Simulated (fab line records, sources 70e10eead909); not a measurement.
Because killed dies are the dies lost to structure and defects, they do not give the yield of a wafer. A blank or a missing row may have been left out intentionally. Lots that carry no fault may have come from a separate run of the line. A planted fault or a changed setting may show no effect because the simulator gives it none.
Chamber matching -- flow nand-harc -- NHARC_A_DECK1_JOINT_CMP_02 on cmp-03: 4 sister chambers
The step polishes SiOx. 4 wafers are shown with their chamber, then 12 later ones without.

== EACH WAFER AND ITS CHAMBER ==
wafer,chamber,motor-current-A (A)
L091.4,3,10.8
L093.1,2,10.9
L093.4,0,13.8
L093.5,1,13.0

== WAFERS MISSING THEIR CHAMBER ==
wafer,motor-current-A (A)
L093.2,10.4
L093.3,14.5
L093.6,13.3
L096.1,11.2
L096.4,13.6
L096.5,10.7
L097.1,10.8
L097.4,10.5
L097.5,10.6
L097.2,13.3
L097.3,13.6
L097.6,10.4

== WHICH CHAMBER EACH ONE RAN IN ==
wafer,from the rows above,in truth
L093.2,can't be placed: 3 or 2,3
L093.3,0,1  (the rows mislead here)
L093.6,can't be placed: 1 or 0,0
L096.1,can't be placed: 2 or 3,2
L096.4,can't be placed: 0 or 1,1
L096.5,can't be placed: 3 or 2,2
L097.1,can't be placed: 3 or 2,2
L097.4,can't be placed: 3 or 2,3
L097.5,can't be placed: 3 or 2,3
L097.2,can't be placed: 1 or 0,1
L097.3,can't be placed: 0 or 1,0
L097.6,can't be placed: 3 or 2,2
0 of 12 placed correctly. Can't be placed from these rows: 11 (the true chamber is among the candidates in 11). Placed wrongly: 1.
How it was worked out, from the rows above alone: a wafer's distance from a chamber is the root of the sum, over the readings, of the square of ((its reading less the chamber's mean) divided by the reading's scatter). The wafer belongs to the nearest chamber; if the next one is less than 2 further off, it can't be placed. Each chamber's mean is taken over the wafers shown for it. The scatter: root of mean squared gap, hidden wafer to nearest shown wafer, with one shown wafer a chamber.
